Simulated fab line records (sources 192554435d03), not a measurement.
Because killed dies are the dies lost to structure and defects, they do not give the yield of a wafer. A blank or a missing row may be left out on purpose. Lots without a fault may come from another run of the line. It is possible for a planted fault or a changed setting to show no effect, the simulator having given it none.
fab line records / flow n5_finfet / part 2 of 2: steps 23 to 35 of 35
[record] lots = 5 wafers = 15 last_day = 17
route steps=1938 shown BEOL_M11@1577 BEOL_M12@1602
lots untouched by any fault: they come from a run of this same line in which no faults occurred
start_h: the number of hours between the record's first day and the start of the first shown wafer of the lot / wait_h: hours from the lot's prior step to this one / " as in the row above / L1.1+2: one row covering several wafers at once / - no value present, or no start provided / * or withheld: withheld / < > ~ a bound
route shown NAME@n: a module of which the file shows steps, and the number in the route of the first / usual: the fault-free wafers' mean and standard deviation / same: alike in all rows / chamber/n: place in a boat / sites: the reading at each site / _std_site: the standard deviation of these / _edge_site: inner sites' mean taken away from outer sites' mean / radius_mm: for every site, how far away it sits from the centre of the wafer / mask NAME#n: copy n / behind: the most recent tool/chamber to have shaped the wafer / hold: the reason the lot was held/the length of the hold in hours/how it ended / device: transistor that didn't switch, given as n, p or np / end of line: the route-end tests of the same wafers / for a step that has no rows: nothing shown but its recipe / killed: dies that structure and defects cost at the first sort, which is not the same as the wafer's yield / map: a wafer's dies, marking killed ones x, the rest . and places with no die _
set.NAME: setting as actually run; set.NAME@STEP: the setting as run at that earlier step / model.NAME: the simulator's own value behind a step, which no gauge read
lots seen at some steps along the route; tables by step, rows by wafer
services: when a tool's chamber went out of use (start_h, in hours from the record's first day, below 0 if earlier), for how many hours, and the reason
[[steps]]
[step N5_BEOL_M11_DEP_56]
[recipe] material = SiCN target_thk_a = 300 temp_c = withheld precursor = 3MS/NH3 pressure_torr = 3 rf_w = 675 time_s = 10.5
[usual] showerhead_plenum_p_Torr = 4.150/0.024 throttle_valve_pct = 18.2/1.9
[same] time_s = 10.5
lot.wafer=L076.2 tool=pecvd-04 chamber=2 start_h=254.18 wait_h=0.0 showerhead_plenum_p_Torr=4.109 throttle_valve_pct=17.4
lot.wafer=L076.3 tool=pecvd-04 chamber=0 start_h=254.18 wait_h=0.0 showerhead_plenum_p_Torr=4.156 throttle_valve_pct=18.1
lot.wafer=L076.5 tool=pecvd-04 chamber=0 start_h=254.18 wait_h=0.0 showerhead_plenum_p_Torr=4.154 throttle_valve_pct=17.9
lot.wafer=L075.2 tool=pecvd-02 chamber=1 start_h=258.23 wait_h=0.0 showerhead_plenum_p_Torr=4.169 throttle_valve_pct=17.7
lot.wafer=L075.4 tool=pecvd-02 chamber=2 start_h=258.23 wait_h=0.0 showerhead_plenum_p_Torr=4.168 throttle_valve_pct=17.1
lot.wafer=L075.6 tool=pecvd-02 chamber=1 start_h=258.23 wait_h=0.0 showerhead_plenum_p_Torr=4.180 throttle_valve_pct=17.9
lot.wafer=L080.1 tool=pecvd-03 chamber=0 start_h=283.57 wait_h=0.0 showerhead_plenum_p_Torr=4.153 throttle_valve_pct=22.2
lot.wafer=L080.2 tool=pecvd-03 chamber=2 start_h=283.57 wait_h=0.0 showerhead_plenum_p_Torr=4.158 throttle_valve_pct=16.3
lot.wafer=L080.3 tool=pecvd-03 chamber=1 start_h=283.57 wait_h=0.0 showerhead_plenum_p_Torr=4.116 throttle_valve_pct=18.6
lot.wafer=L085.4 tool=pecvd-02 chamber=1 start_h=308.23 wait_h=0.0 showerhead_plenum_p_Torr=4.167 throttle_valve_pct=17.4
lot.wafer=L085.5 tool=pecvd-02 chamber=2 start_h=308.23 wait_h=0.0 showerhead_plenum_p_Torr=4.172 throttle_valve_pct=17.3
lot.wafer=L085.6 tool=pecvd-02 chamber=0 start_h=308.23 wait_h=0.0 showerhead_plenum_p_Torr=4.187 throttle_valve_pct=16.5
lot.wafer=L096.1 tool=pecvd-03 chamber=2 start_h=371.47 wait_h=0.0 showerhead_plenum_p_Torr=4.131 throttle_valve_pct=16.3
lot.wafer=L096.2 tool=pecvd-03 chamber=0 start_h=371.47 wait_h=0.0 showerhead_plenum_p_Torr=4.151 throttle_valve_pct=22.0
lot.wafer=L096.4 tool=pecvd-03 chamber=1 start_h=371.47 wait_h=0.0 showerhead_plenum_p_Torr=4.116 throttle_valve_pct=18.7
[step N5_BEOL_M11_RS_MEAS_57]
[recipe] thk_meas_gauge = four-point-probe reads = Cu_of_BEOL_M11_ECD_50+Co_of_BEOL_M11_CVD_75+TaN_of_BEOL_M11_ALD_74
[usual] M11_RS = 0.153/0.0048
lot.wafer=L076.2 tool=film_metro-02 chamber=- start_h=254.24 wait_h=0.0 M11_RS[ohm/sq]=0.157
lot.wafer=L076.3 tool=film_metro-02 chamber=- start_h=254.24 wait_h=0.0 M11_RS[ohm/sq]=0.157
lot.wafer=L076.5 tool=film_metro-02 chamber=- start_h=254.24 wait_h=0.0 M11_RS[ohm/sq]=0.150
lot.wafer=L075.2 tool=film_metro-02 chamber=- start_h=258.29 wait_h=0.0 M11_RS[ohm/sq]=0.156
lot.wafer=L075.4 tool=film_metro-02 chamber=- start_h=258.29 wait_h=0.0 M11_RS[ohm/sq]=0.154
lot.wafer=L075.6 tool=film_metro-02 chamber=- start_h=258.29 wait_h=0.0 M11_RS[ohm/sq]=0.148
lot.wafer=L080.1 tool=film_metro-02 chamber=- start_h=283.63 wait_h=0.0 M11_RS[ohm/sq]=0.150
lot.wafer=L080.2 tool=film_metro-02 chamber=- start_h=283.63 wait_h=0.0 M11_RS[ohm/sq]=0.162
lot.wafer=L080.3 tool=film_metro-02 chamber=- start_h=283.63 wait_h=0.0 M11_RS[ohm/sq]=0.149
lot.wafer=L085.4 tool=film_metro-01 chamber=- start_h=308.28 wait_h=0.0 M11_RS[ohm/sq]=0.155
lot.wafer=L085.5 tool=film_metro-01 chamber=- start_h=308.28 wait_h=0.0 M11_RS[ohm/sq]=0.153
lot.wafer=L085.6 tool=film_metro-01 chamber=- start_h=308.28 wait_h=0.0 M11_RS[ohm/sq]=0.146
lot.wafer=L096.1 tool=film_metro-02 chamber=- start_h=371.54 wait_h=0.0 M11_RS[ohm/sq]=0.148
lot.wafer=L096.2 tool=film_metro-02 chamber=- start_h=371.54 wait_h=0.0 M11_RS[ohm/sq]=0.156
lot.wafer=L096.4 tool=film_metro-02 chamber=- start_h=371.54 wait_h=0.0 M11_RS[ohm/sq]=0.149
[step N5_BEOL_M11_INSPECT_58]
[recipe] inspect_instrument = darkfield mode = post_dep
[usual] raw_defect_count = 72/21
lot.wafer=L076.2 tool=defect_inspect-01 chamber=- start_h=254.26 wait_h=0.0 raw_defect_count=91
lot.wafer=L076.3 tool=defect_inspect-01 chamber=- start_h=254.26 wait_h=0.0 raw_defect_count=81
lot.wafer=L076.5 tool=defect_inspect-01 chamber=- start_h=254.26 wait_h=0.0 raw_defect_count=91
lot.wafer=L075.2 tool=defect_inspect-02 chamber=- start_h=258.32 wait_h=0.0 raw_defect_count=81
lot.wafer=L075.4 tool=defect_inspect-02 chamber=- start_h=258.32 wait_h=0.0 raw_defect_count=129
lot.wafer=L075.6 tool=defect_inspect-02 chamber=- start_h=258.32 wait_h=0.0 raw_defect_count=56
lot.wafer=L080.1 tool=defect_inspect-01 chamber=- start_h=283.66 wait_h=0.0 raw_defect_count=80
lot.wafer=L080.2 tool=defect_inspect-01 chamber=- start_h=283.66 wait_h=0.0 raw_defect_count=63
lot.wafer=L080.3 tool=defect_inspect-01 chamber=- start_h=283.66 wait_h=0.0 raw_defect_count=92
lot.wafer=L085.4 tool=defect_inspect-01 chamber=- start_h=308.31 wait_h=0.0 raw_defect_count=108
lot.wafer=L085.5 tool=defect_inspect-01 chamber=- start_h=308.31 wait_h=0.0 raw_defect_count=108
lot.wafer=L085.6 tool=defect_inspect-01 chamber=- start_h=308.31 wait_h=0.0 raw_defect_count=62
lot.wafer=L096.1 tool=defect_inspect-01 chamber=- start_h=371.56 wait_h=0.0 raw_defect_count=42
lot.wafer=L096.2 tool=defect_inspect-01 chamber=- start_h=371.56 wait_h=0.0 raw_defect_count=32
lot.wafer=L096.4 tool=defect_inspect-01 chamber=- start_h=371.56 wait_h=0.0 raw_defect_count=26
[step N5_BEOL_M12_ILD_DEP_00]
[recipe] material = SiOC target_thk_a = 6589.2 temp_c = 350 precursor = DEMS/O2 pressure_torr = 5 rf_w = 500 time_s = 130.7
[usual] heater_power_w = 472/100 showerhead_plenum_p_Torr = 5.689/0.016 throttle_valve_pct = 12.2/1.3
[same] time_s = 130.7
lot.wafer=L076.2 tool=pecvd-03 chamber=1 start_h=254.30 wait_h=0.0 heater_power_w=374 showerhead_plenum_p_Torr=5.667 throttle_valve_pct=12.3
lot.wafer=L076.3 tool=pecvd-03 chamber=2 start_h=254.30 wait_h=0.0 heater_power_w=559 showerhead_plenum_p_Torr=5.682 throttle_valve_pct=10.9
lot.wafer=L076.5 tool=pecvd-03 chamber=1 start_h=254.30 wait_h=0.0 heater_power_w=412 showerhead_plenum_p_Torr=5.666 throttle_valve_pct=12.5
lot.wafer=L075.2 tool=pecvd-02 chamber=2 start_h=258.35 wait_h=0.0 heater_power_w=495 showerhead_plenum_p_Torr=5.706 throttle_valve_pct=11.2
lot.wafer=L075.4 tool=pecvd-02 chamber=0 start_h=258.35 wait_h=0.0 heater_power_w=348 showerhead_plenum_p_Torr=5.714 throttle_valve_pct=11.0
lot.wafer=L075.6 tool=pecvd-02 chamber=2 start_h=258.35 wait_h=0.0 heater_power_w=538 showerhead_plenum_p_Torr=5.697 throttle_valve_pct=11.2
lot.wafer=L080.1 tool=pecvd-01 chamber=0 start_h=283.70 wait_h=0.0 heater_power_w=661 showerhead_plenum_p_Torr=5.682 throttle_valve_pct=12.2
lot.wafer=L080.2 tool=pecvd-01 chamber=1 start_h=283.70 wait_h=0.0 heater_power_w=350 showerhead_plenum_p_Torr=5.706 throttle_valve_pct=11.8
lot.wafer=L080.3 tool=pecvd-01 chamber=2 start_h=283.70 wait_h=0.0 heater_power_w=405 showerhead_plenum_p_Torr=5.694 throttle_valve_pct=12.5
lot.wafer=L085.4 tool=pecvd-03 chamber=0 start_h=308.39 wait_h=0.1 heater_power_w=483 showerhead_plenum_p_Torr=5.690 throttle_valve_pct=14.6
lot.wafer=L085.5 tool=pecvd-03 chamber=2 start_h=308.39 wait_h=0.1 heater_power_w=509 showerhead_plenum_p_Torr=5.684 throttle_valve_pct=10.7
lot.wafer=L085.6 tool=pecvd-03 chamber=1 start_h=308.39 wait_h=0.1 heater_power_w=425 showerhead_plenum_p_Torr=5.673 throttle_valve_pct=12.6
lot.wafer=L096.1 tool=pecvd-03 chamber=2 start_h=371.60 wait_h=0.0 heater_power_w=477 showerhead_plenum_p_Torr=5.686 throttle_valve_pct=10.9
lot.wafer=L096.2 tool=pecvd-03 chamber=0 start_h=371.60 wait_h=0.0 heater_power_w=480 showerhead_plenum_p_Torr=5.692 throttle_valve_pct=14.6
lot.wafer=L096.4 tool=pecvd-03 chamber=1 start_h=371.60 wait_h=0.0 heater_power_w=425 showerhead_plenum_p_Torr=5.662 throttle_valve_pct=12.6
[step N5_BEOL_M12_THK_MEAS_01]
[recipe] reads = SiOC_of_BEOL_M12_ILD_DEP_00
[usual] M12_ILD_THK = 655/11
lot.wafer=L076.2 tool=film_metro-01 chamber=- start_h=254.43 wait_h=0.1 M12_ILD_THK[nm]=663
lot.wafer=L076.3 tool=film_metro-01 chamber=- start_h=254.43 wait_h=0.1 M12_ILD_THK[nm]=645
lot.wafer=L076.5 tool=film_metro-01 chamber=- start_h=254.43 wait_h=0.1 M12_ILD_THK[nm]=666
lot.wafer=L075.2 tool=film_metro-02 chamber=- start_h=258.48 wait_h=0.1 M12_ILD_THK[nm]=644
lot.wafer=L075.4 tool=film_metro-02 chamber=- start_h=258.48 wait_h=0.1 M12_ILD_THK[nm]=679
lot.wafer=L075.6 tool=film_metro-02 chamber=- start_h=258.48 wait_h=0.1 M12_ILD_THK[nm]=656
lot.wafer=L080.1 tool=film_metro-02 chamber=- start_h=283.83 wait_h=0.1 M12_ILD_THK[nm]=650
lot.wafer=L080.2 tool=film_metro-02 chamber=- start_h=283.83 wait_h=0.1 M12_ILD_THK[nm]=659
lot.wafer=L080.3 tool=film_metro-02 chamber=- start_h=283.83 wait_h=0.1 M12_ILD_THK[nm]=646
lot.wafer=L085.4 tool=film_metro-01 chamber=- start_h=308.48 wait_h=0.0 M12_ILD_THK[nm]=650
lot.wafer=L085.5 tool=film_metro-01 chamber=- start_h=308.48 wait_h=0.0 M12_ILD_THK[nm]=643
lot.wafer=L085.6 tool=film_metro-01 chamber=- start_h=308.48 wait_h=0.0 M12_ILD_THK[nm]=657
lot.wafer=L096.1 tool=film_metro-02 chamber=- start_h=371.73 wait_h=0.1 M12_ILD_THK[nm]=648
lot.wafer=L096.2 tool=film_metro-02 chamber=- start_h=371.73 wait_h=0.1 M12_ILD_THK[nm]=649
lot.wafer=L096.4 tool=film_metro-02 chamber=- start_h=371.73 wait_h=0.1 M12_ILD_THK[nm]=668
[step N5_BEOL_M12_COAT_58]
[recipe] resist = BARC temp_c = 205 time_s = 60 spin_rpm = 1500 resist_thk_nm = 89
[same] time_s = 60
lot.wafer=L076.2+3+5 tool=litho_track-04 chamber=0 start_h=254.46 wait_h=0.0
lot.wafer=L075.2+4+6 tool=litho_track-04 chamber=0 start_h=258.52 wait_h=0.0
lot.wafer=L080.1+2+3 tool=litho_track-03 chamber=0 start_h=283.86 wait_h=0.0
lot.wafer=L085.4+5+6 tool=litho_track-04 chamber=0 start_h=308.51 wait_h=0.0
lot.wafer=L096.1+2+4 tool=litho_track-03 chamber=0 start_h=371.76 wait_h=0.0
[step N5_BEOL_M12_COAT_04]
[recipe] spin_rpm = 1625 resist_thk_nm = 400
lot.wafer=L076.2+3+5 tool=litho_track-04 chamber=0 start_h=- wait_h=-
lot.wafer=L075.2+4+6 tool=litho_track-04 chamber=0 start_h=- wait_h=-
lot.wafer=L080.1+2+3 tool=litho_track-03 chamber=0 start_h=- wait_h=-
lot.wafer=L085.4+5+6 tool=litho_track-04 chamber=0 start_h=- wait_h=-
lot.wafer=L096.1+2+4 tool=litho_track-03 chamber=0 start_h=- wait_h=-
[step N5_BEOL_M12_EBR_06]
[recipe] solvent = PGMEA ebr_width_mm = 1.5
lot.wafer=L076.2+3+5 tool=litho_track-04 chamber=0 start_h=- wait_h=-
lot.wafer=L075.2+4+6 tool=litho_track-04 chamber=0 start_h=- wait_h=-
lot.wafer=L080.1+2+3 tool=litho_track-03 chamber=0 start_h=- wait_h=-
lot.wafer=L085.4+5+6 tool=litho_track-04 chamber=0 start_h=- wait_h=-
lot.wafer=L096.1+2+4 tool=litho_track-03 chamber=0 start_h=- wait_h=-
[step N5_BEOL_M12_SOFTBAKE_05]
[recipe] temp_c = 130 time_s = 60
[same] time_s = 60
lot.wafer=L076.2+3+5 tool=litho_track-04 chamber=0 start_h=- wait_h=-
lot.wafer=L075.2+4+6 tool=litho_track-04 chamber=0 start_h=- wait_h=-
lot.wafer=L080.1+2+3 tool=litho_track-03 chamber=0 start_h=- wait_h=-
lot.wafer=L085.4+5+6 tool=litho_track-04 chamber=0 start_h=- wait_h=-
lot.wafer=L096.1+2+4 tool=litho_track-03 chamber=0 start_h=- wait_h=-
[step N5_BEOL_M12_EXPOSE_07]
[recipe] mask_id = V11 na = 0.93 source_shape = conventional sigma_outer = 0.6 polarization = unpolarized attpsm_phase_deg = 180 dose_mj = 32.5
lot.wafer=L076.2+3+5 tool=krf_scanner-02 chamber=0 start_h=254.69 wait_h=- mask=V11#0
lot.wafer=L075.2+4+6 tool=krf_scanner-01 chamber=0 start_h=258.76 wait_h=- mask=V11#0
lot.wafer=L080.1+2+3 tool=krf_scanner-01 chamber=0 start_h=283.96 wait_h=- mask=V11#0
lot.wafer=L085.4+5+6 tool=krf_scanner-02 chamber=0 start_h=308.63 wait_h=- mask=V11#0
lot.wafer=L096.1+2+4 tool=krf_scanner-01 chamber=0 start_h=372.05 wait_h=- mask=V11#0
[step N5_BEOL_M12_PEB_08]
[recipe] peb_temp_c = 130 peb_time_s = 90
lot.wafer=L076.2+3+5 tool=litho_track-05 chamber=0 start_h=254.75 wait_h=0.0
lot.wafer=L075.2+4+6 tool=litho_track-03 chamber=0 start_h=258.81 wait_h=0.0
lot.wafer=L080.1+2+3 tool=litho_track-05 chamber=0 start_h=284.02 wait_h=0.1
lot.wafer=L085.4+5+6 tool=litho_track-04 chamber=0 start_h=308.67 wait_h=0.0
lot.wafer=L096.1+2+4 tool=litho_track-05 chamber=0 start_h=372.11 wait_h=0.1
[step N5_BEOL_M12_DEVELOP_09]
[recipe] develop_time_s = 45 rinse_liquid = diw dry = air_spin dev_temp_c = 21
lot.wafer=L076.2+3+5 tool=litho_track-05 chamber=0 start_h=- wait_h=-
lot.wafer=L075.2+4+6 tool=litho_track-03 chamber=0 start_h=- wait_h=-
lot.wafer=L080.1+2+3 tool=litho_track-05 chamber=0 start_h=- wait_h=-
lot.wafer=L085.4+5+6 tool=litho_track-04 chamber=0 start_h=- wait_h=-
lot.wafer=L096.1+2+4 tool=litho_track-05 chamber=0 start_h=- wait_h=-
[step N5_BEOL_M12_HARDBAKE_14]
[recipe] temp_c = 130 time_s = 120
[same] time_s = 120
lot.wafer=L076.2+3+5 tool=litho_track-05 chamber=0 start_h=- wait_h=-
lot.wafer=L075.2+4+6 tool=litho_track-03 chamber=0 start_h=- wait_h=-
lot.wafer=L080.1+2+3 tool=litho_track-05 chamber=0 start_h=- wait_h=-
lot.wafer=L085.4+5+6 tool=litho_track-04 chamber=0 start_h=- wait_h=-
lot.wafer=L096.1+2+4 tool=litho_track-05 chamber=0 start_h=- wait_h=-
[[services]]
tool=uv_cure-01 chamber=- start_h=235.86 hours=1.0 kind=pm
tool=pecvd-02 chamber=- start_h=237.05 hours=4.3 kind=pm
tool=rie_diel-03 chamber=- start_h=239.00 hours=15.6 kind=pm
tool=pecvd-03 chamber=- start_h=242.55 hours=1.7 kind=repair
tool=ecd_cu-02 chamber=- start_h=246.25 hours=6.3 kind=pm
tool=pecvd-03 chamber=- start_h=247.71 hours=5.3 kind=repair
tool=krf_scanner-01 chamber=- start_h=260.40 hours=0.2 kind=repair
tool=krf_scanner-01 chamber=- start_h=262.63 hours=1.0 kind=pm
tool=rie_diel-06 chamber=0 start_h=267.66 hours=4.5 kind=repair
tool=uv_cure-01 chamber=- start_h=271.91 hours=2.1 kind=pm
tool=rie_diel-04 chamber=3 start_h=278.44 hours=4.5 kind=repair
tool=cmp-03 chamber=- start_h=281.13 hours=8.0 kind=repair
tool=krf_scanner-01 chamber=- start_h=284.14 hours=1.3 kind=pm
tool=rie_diel-03 chamber=2 start_h=296.51 hours=115.9 kind=repair
tool=rie_diel-04 chamber=3 start_h=296.85 hours=3.5 kind=repair
tool=pecvd-03 chamber=1 start_h=300.78 hours=2.8 kind=repair
tool=krf_scanner-01 chamber=- start_h=313.11 hours=0.3 kind=repair
tool=krf_scanner-01 chamber=- start_h=314.16 hours=4.0 kind=pm
tool=pecvd-03 chamber=1 start_h=322.46 hours=12.9 kind=repair
tool=rie_diel-04 chamber=1 start_h=334.75 hours=7.2 kind=repair
tool=ald_metal-03 chamber=- start_h=337.25 hours=14.0 kind=pm
tool=rie_diel-06 chamber=- start_h=340.42 hours=15.6 kind=pm
tool=cmp-03 chamber=- start_h=350.24 hours=3.0 kind=pm
tool=pvd_sputter-01 chamber=- start_h=363.48 hours=2.4 kind=repair
